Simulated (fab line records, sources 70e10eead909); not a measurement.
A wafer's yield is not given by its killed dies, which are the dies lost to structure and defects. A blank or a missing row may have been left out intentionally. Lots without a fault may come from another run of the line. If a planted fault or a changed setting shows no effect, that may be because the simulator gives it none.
The tool behind it: which one? | flow nand harc | 24 lots, 72 wafers sampled, at 6 steps of a route of 1302

== WHAT EACH GAUGE READ, for each wafer ==
NHARC_P_M1_INSPECT_27.
lot  | measured     | on                | raw defect count
L074 | day 6 12:15  | defect inspect-02 | 521 297 284
L075 | day 6 17:10  | defect inspect-01 | 510 476 400
L076 | day 7 02:11  | defect inspect-02 | 356 235 297
L077 | day 7 12:48  | defect inspect-02 | 217 197 309
L078 | day 8 06:59  | defect inspect-01 | 529 961 582
L079 | day 8 10:10  | defect inspect-02 | 160 190 157
L080 | day 8 22:09  | defect inspect-02 | 402 477 358
L081 | day 9 05:47  | defect inspect-02 | 341 434 356
L082 | day 9 21:23  | defect inspect-01 | 298 276 328
L083 | day 9 21:32  | defect inspect-02 | 148 191 312
L084 | day 10 17:55 | defect inspect-02 | 242 244 329
L085 | day 11 05:34 | defect inspect-01 | 238 231 230
L086 | day 11 08:11 | defect inspect-01 | 299 238 347
L087 | day 11 18:16 | defect inspect-02 | 123 265 269
L089 | day 12 09:06 | defect inspect-01 | 189 250 192
L088 | day 12 10:21 | defect inspect-01 | 366 343 351
L090 | day 13 09:13 | defect inspect-01 | 674 338 597
L091 | day 13 11:44 | defect inspect-01 | 350 304 239
L092 | day 14 04:37 | defect inspect-02 | 173 207 225
L093 | day 14 13:14 | defect inspect-01 | 320 301 228
L095 | day 14 23:34 | defect inspect-02 | 254 208 274
L094 | day 15 00:48 | defect inspect-01 | 329 517 661
L096 | day 15 10:12 | defect inspect-02 | 365 462 395
L097 | day 16 00:28 | defect inspect-02 | 509 221 270

NHARC_P_BONDPAD_THK_MEAS_33: measures by ellipsometry.
lot  | measured     | on            | thk nm (nm)
L074 | day 6 17:35  | film metro-02 | 200.2 198.4 199.0
L075 | day 6 22:36  | film metro-02 | 201.7 200.4 200.6
L076 | day 7 07:38  | film metro-02 | 201.5 202.3 196.7
L077 | day 7 18:10  | film metro-02 | 198.8 197.9 199.2
L078 | day 8 12:14  | film metro-02 | 199.3 198.0 200.2
L079 | day 8 15:35  | film metro-01 | 202.8 199.8 201.1
L080 | day 9 03:22  | film metro-02 | 200.2 201.1 198.6
L081 | day 9 11:10  | film metro-02 | 198.1 201.0 201.8
L082 | day 10 02:49 | film metro-01 | 201.0 199.4 198.9
L083 | day 10 02:53 | film metro-02 | 195.8 197.5 198.0
L084 | day 10 23:19 | film metro-01 | 198.8 199.8 199.2
L085 | day 11 10:56 | film metro-02 | 198.1 200.0 199.9
L086 | day 11 13:32 | film metro-01 | 198.6 198.0 199.6
L087 | day 11 23:41 | film metro-01 | 199.4 200.0 200.0
L089 | day 12 14:32 | film metro-02 | 198.4 197.7 199.0
L088 | day 12 15:49 | film metro-01 | 200.0 200.0 199.5
L090 | day 13 15:09 | film metro-01 | 200.5 200.4 198.2
L091 | day 13 17:14 | film metro-02 | 199.4 199.5 198.8
L092 | day 14 10:06 | film metro-02 | 199.9 199.4 199.9
L093 | day 14 19:01 | film metro-02 | 202.1 200.3 202.8
L095 | day 15 04:56 | film metro-02 | 199.7 199.4 196.1
L094 | day 15 06:11 | film metro-02 | 201.4 200.2 199.5
L096 | day 15 15:56 | film metro-02 | 198.2 199.1 197.0
L097 | day 16 05:55 | film metro-02 | 198.3 197.7 201.2

== WHAT TOOL EACH LOT RAN ON (gives the tool, then ch and the chambers of the sampled wafers, and finally the start) ==
lot  | NHARC_P_M1_CMP_23             | NHARC_P_M1_DEP_33               | NHARC_P_M2_ETCH_28                            | NHARC_P_M2_PVD_21
L074 | cmp-02 ch 0,1, day 6 11:48    | pecvd-02 ch 0,1,2, day 6 12:24  | rie diel-07 ch 0,1,3, day 6 17:35 or earlier  | pvd sputter-03, day 6 17:35 or earlier
L075 | cmp-04 ch 0,1,2, day 6 16:43  | pecvd-02 ch 0,1,2, day 6 17:19  | rie diel-02 ch 0,1, day 6 22:36 or earlier    | pvd sputter-02, day 6 22:36 or earlier
L076 | cmp-04 ch 0,1,3, day 7 01:44  | pecvd-03 ch 0,2, day 7 02:25    | rie diel-07 ch 0,1,2, day 7 07:38 or earlier  | pvd sputter-02, day 7 07:38 or earlier
L077 | cmp-04 ch 0,3, day 7 12:22    | pecvd-03 ch 1,2, day 7 12:59    | rie diel-07 ch 1,2,3, day 7 18:10 or earlier  | pvd sputter-02, day 7 18:10 or earlier
L078 | cmp-04 ch 0,1,3, day 8 06:35  | pecvd-03 ch 0,1,2, day 8 07:16  | rie diel-09 ch 0,2,3, day 8 12:14 or earlier  | pvd sputter-01, day 8 12:14 or earlier
L079 | cmp-02 ch 1,2, day 8 09:43    | pecvd-01 ch 0,1,2, day 8 10:24  | rie diel-09 ch 0,1,2, day 8 15:35 or earlier  | pvd sputter-03, day 8 15:35 or earlier
L080 | cmp-03 ch 0,1,3, day 8 21:44  | pecvd-01 ch 1,2, day 8 22:23    | rie diel-07 ch 0,2, day 9 03:22 or earlier    | pvd sputter-01, day 9 03:22 or earlier
L081 | cmp-02 ch 0,3, day 9 05:21    | pecvd-01 ch 1,2, day 9 05:56    | rie diel-09 ch 0,1,2, day 9 11:10 or earlier  | pvd sputter-01, day 9 11:10 or earlier
L082 | cmp-03 ch 0,2,3, day 9 20:56  | pecvd-02 ch 0,1,2, day 9 21:32  | rie diel-02 ch 0,2,3, day 10 02:49 or earlier | pvd sputter-02, day 10 02:49 or earlier
L083 | cmp-02 ch 0,1,2, day 9 21:07  | pecvd-03 ch 1,2, day 9 21:46    | rie diel-09 ch 0,1, day 10 02:53 or earlier   | pvd sputter-01, day 10 02:53 or earlier
L084 | cmp-03 ch 1,2, day 10 17:26   | pecvd-01 ch 1,2, day 10 18:04   | rie diel-02 ch 0,3, day 10 23:19 or earlier   | pvd sputter-01, day 10 23:19 or earlier
L085 | cmp-03 ch 1,2, day 11 05:08   | pecvd-02 ch 1,2, day 11 05:43   | rie diel-02 ch 0,3, day 11 10:56 or earlier   | pvd sputter-02, day 11 10:56 or earlier
L086 | cmp-04 ch 0,2,3, day 11 07:43 | pecvd-03 ch 0,1,2, day 11 08:19 | rie diel-07 ch 0,2,3, day 11 13:32 or earlier | pvd sputter-02, day 11 13:32 or earlier
L087 | cmp-04 ch 0,2,3, day 11 17:51 | pecvd-02 ch 0,1,2, day 11 18:32 | rie diel-02 ch 0,2,3, day 11 23:41 or earlier | pvd sputter-02, day 11 23:41 or earlier
L089 | cmp-02 ch 1,2, day 12 08:40   | pecvd-02 ch 0,2, day 12 09:14   | rie diel-09 ch 0,3, day 12 14:32 or earlier   | pvd sputter-02, day 12 14:32 or earlier
L088 | cmp-04 ch 0,1,3, day 12 09:53 | pecvd-03 ch 1,2, day 12 10:32   | rie diel-09 ch 0,1,3, day 12 15:49 or earlier | pvd sputter-01, day 12 15:49 or earlier
L090 | cmp-02 ch 0,1,2, day 13 08:44 | pecvd-03 ch 1, day 13 09:28     | rie diel-02 ch 0,3, day 13 15:09 or earlier   | pvd sputter-03, day 13 15:09 or earlier
L091 | cmp-02 ch 0,1,3, day 13 11:18 | pecvd-02 ch 0,1,2, day 13 11:56 | rie diel-02 ch 0,1,3, day 13 17:14 or earlier | pvd sputter-01, day 13 17:14 or earlier
L092 | cmp-04 ch 0,2,3, day 14 04:10 | pecvd-02 ch 0,1,2, day 14 04:46 | rie diel-02 ch 1,2,3, day 14 10:06 or earlier | pvd sputter-03, day 14 10:06 or earlier
L093 | cmp-02 ch 0,1,3, day 14 12:51 | pecvd-03 ch 1,2, day 14 13:25   | rie diel-07 ch 0,2,3, day 14 19:01 or earlier | pvd sputter-02, day 14 19:01 or earlier
L095 | cmp-04 ch 2,3, day 14 23:05   | pecvd-01 ch 0,1,2, day 14 23:45 | rie diel-02 ch 1,2,3, day 15 04:56 or earlier | pvd sputter-01, day 15 04:56 or earlier
L094 | cmp-02 ch 0,3, day 15 00:20   | pecvd-01 ch 0,1,2, day 15 00:57 | rie diel-02 ch 0,2, day 15 06:11 or earlier   | pvd sputter-02, day 15 06:11 or earlier
L096 | cmp-03 ch 0,1, day 15 09:44   | pecvd-03 ch 0,2, day 15 10:27   | rie diel-09 ch 0,2, day 15 15:56 or earlier   | pvd sputter-02, day 15 15:56 or earlier
L097 | cmp-03 ch 0,2,3, day 16 00:02 | pecvd-01 ch 0,1,2, day 16 00:37 | rie diel-02 ch 0,2,3, day 16 05:55 or earlier | pvd sputter-02, day 16 05:55 or earlier
- NHARC_P_M1_CMP_23: polishes, t overpolish 20 s, target thk 157.82 nm.
- NHARC_P_M1_DEP_33: deposits SiCN, target thk 30 nm.
- NHARC_P_M2_ETCH_28: etches the open film in CF4/N2, target depth 30 nm, time 72.99 s.
- NHARC_P_M2_PVD_21: deposits Cu, target thk 30 nm, time 20.49 s.

== WHAT THE TOOLS THEMSELVES READ (means of the sampled wafers that have a number; where no wafer has one, the mark that the record gives instead) ==
NHARC_P_M1_CMP_23.
lot  | tool   | motor current A (A) | time to endpoint s (s)
L074 | cmp-02 | 11.9                | 25.0
L075 | cmp-04 | 12.1                | 28.1
L076 | cmp-04 | 12.5                | 29.0
L077 | cmp-04 | 12.3                | 26.1
L078 | cmp-04 | 12.6                | 29.8
L079 | cmp-02 | 12.6                | 26.2
L080 | cmp-03 | 12.3                | 30.6
L081 | cmp-02 | 12.0                | 25.2
L082 | cmp-03 | 11.8                | 26.2
L083 | cmp-02 | 12.0                | 25.3
L084 | cmp-03 | 11.5                | 25.1
L085 | cmp-03 | 12.4                | 25.0
L086 | cmp-04 | 12.4                | 26.0
L087 | cmp-04 | 12.7                | 24.6
L089 | cmp-02 | 12.9                | 30.0
L088 | cmp-04 | 12.7                | 24.1
L090 | cmp-02 | 12.4                | 30.6
L091 | cmp-02 | 12.1                | 30.5
L092 | cmp-04 | 12.6                | 28.6
L093 | cmp-02 | 12.0                | 27.5
L095 | cmp-04 | 13.4                | 27.3
L094 | cmp-02 | 12.5                | 25.4
L096 | cmp-03 | 13.3                | 31.7
L097 | cmp-03 | 11.2                | 32.9

NHARC_P_M1_DEP_33.
lot  | tool     | heater power w (W) | showerhead vpp V (V)
L074 | pecvd-02 | 682                | 1251
L075 | pecvd-02 | 674                | 1258
L076 | pecvd-03 | 506                | 1309
L077 | pecvd-03 | 513                | 1337
L078 | pecvd-03 | 548                | 1323
L079 | pecvd-01 | 548                | 1304
L080 | pecvd-01 | 551                | 1316
L081 | pecvd-01 | 486                | 1315
L082 | pecvd-02 | 663                | 1262
L083 | pecvd-03 | 542                | 1307
L084 | pecvd-01 | 475                | 1315
L085 | pecvd-02 | 566                | 1306
L086 | pecvd-03 | 552                | 1302
L087 | pecvd-02 | 637                | 1263
L089 | pecvd-02 | 761                | 1204
L088 | pecvd-03 | 595                | 1324
L090 | pecvd-03 | 511                | 1289
L091 | pecvd-02 | 680                | 1262
L092 | pecvd-02 | 647                | 1252
L093 | pecvd-03 | 557                | 1323
L095 | pecvd-01 | 553                | 1314
L094 | pecvd-01 | 529                | 1311
L096 | pecvd-03 | 576                | 1312
L097 | pecvd-01 | 544                | 1308

NHARC_P_M2_ETCH_28.
lot  | tool        | drypump motor current A (A) | oes product au (a.u.) | rf vpp V (V) | showerhead plenum p Torr (Torr) | throttle valve pct (%)
L074 | rie diel-07 | 5.4                         | 0.988                 | 315.1        | 2.64                            | 19.803
L075 | rie diel-02 | 5.6                         | 1.011                 | 314.6        | 2.67                            | 19.800
L076 | rie diel-07 | 5.4                         | 0.992                 | 314.3        | 2.65                            | 19.795
L077 | rie diel-07 | 5.2                         | 0.992                 | 315.4        | 2.65                            | 19.810
L078 | rie diel-09 | 5.9                         | 1.000                 | 311.6        | 2.48                            | 19.784
L079 | rie diel-09 | 5.8                         | 1.002                 | 311.5        | 2.49                            | 19.795
L080 | rie diel-07 | 5.3                         | 0.989                 | 315.6        | 2.72                            | 19.801
L081 | rie diel-09 | 5.8                         | 1.001                 | 311.6        | 2.49                            | 19.798
L082 | rie diel-02 | 5.7                         | 0.998                 | 314.4        | 2.65                            | 19.794
L083 | rie diel-09 | 5.7                         | 0.999                 | 313.1        | 2.50                            | 19.794
L084 | rie diel-02 | 5.8                         | 0.996                 | 313.2        | 2.55                            | 19.799
L085 | rie diel-02 | 5.8                         | 0.989                 | 312.2        | 2.55                            | 19.794
L086 | rie diel-07 | 5.3                         | 0.996                 | 316.3        | 2.72                            | 19.788
L087 | rie diel-02 | 5.6                         | 0.990                 | 313.9        | 2.65                            | 19.792
L089 | rie diel-09 | 6.1                         | 0.996                 | 312.5        | 2.49                            | 19.793
L088 | rie diel-09 | 5.9                         | 0.996                 | 312.7        | 2.49                            | 19.791
L090 | rie diel-02 | 5.5                         | 1.004                 | 313.9        | 2.59                            | 19.788
L091 | rie diel-02 | 5.6                         | 0.995                 | 315.1        | 2.62                            | 19.790
L092 | rie diel-02 | 5.4                         | 0.999                 | 315.1        | 2.72                            | 19.805
L093 | rie diel-07 | 5.3                         | 0.997                 | 315.6        | 2.72                            | 19.800
L095 | rie diel-02 | 5.4                         | 0.995                 | 316.0        | 2.72                            | 19.790
L094 | rie diel-02 | 5.9                         | 0.992                 | 313.6        | 2.62                            | 19.788
L096 | rie diel-09 | 5.8                         | 0.995                 | 311.2        | 2.47                            | 19.795
L097 | rie diel-02 | 5.7                         | 0.999                 | 314.5        | 2.65                            | 19.783

NHARC_P_M2_PVD_21.
lot  | tool           | throttle valve pct (%)
L074 | pvd sputter-03 | 29.2
L075 | pvd sputter-02 | 31.7
L076 | pvd sputter-02 | 31.7
L077 | pvd sputter-02 | 31.0
L078 | pvd sputter-01 | 29.7
L079 | pvd sputter-03 | 29.7
L080 | pvd sputter-01 | 29.5
L081 | pvd sputter-01 | 30.0
L082 | pvd sputter-02 | 31.2
L083 | pvd sputter-01 | 30.6
L084 | pvd sputter-01 | 29.2
L085 | pvd sputter-02 | 31.1
L086 | pvd sputter-02 | 31.5
L087 | pvd sputter-02 | 31.6
L089 | pvd sputter-02 | 31.5
L088 | pvd sputter-01 | 29.6
L090 | pvd sputter-03 | 29.6
L091 | pvd sputter-01 | 30.0
L092 | pvd sputter-03 | 29.4
L093 | pvd sputter-02 | 31.0
L095 | pvd sputter-01 | 30.6
L094 | pvd sputter-02 | 30.6
L096 | pvd sputter-02 | 30.9
L097 | pvd sputter-02 | 31.3

== THE ANSWER, worked out from the rows above alone ==
Rule: usual is defined by the lots themselves. Put in order of their means at a reading, lots are off if they are a third of the lots or fewer, leave a main group of 4 or more, and stand apart from it by a gap of 3 or more times the standard deviation of the main group's means; of several such gaps the widest counts. The tables above print the reading to a certain number of digits; a main group whose means all agree to those digits is not used. A lot without any number at a reading at which 4 lots or more have one is off too. The other lots that the step has rows for count as sound. After the gauges, taken in route order, come the tools' own readings; for these a lot's mean is taken, as printed above. At the first step where some lot is off, the reading lying furthest off is the one used; lots without a number count as furthest.
None of the lots is off at any reading shown; this tells nothing.

== WHAT THE SIMULATOR PUT IN ==
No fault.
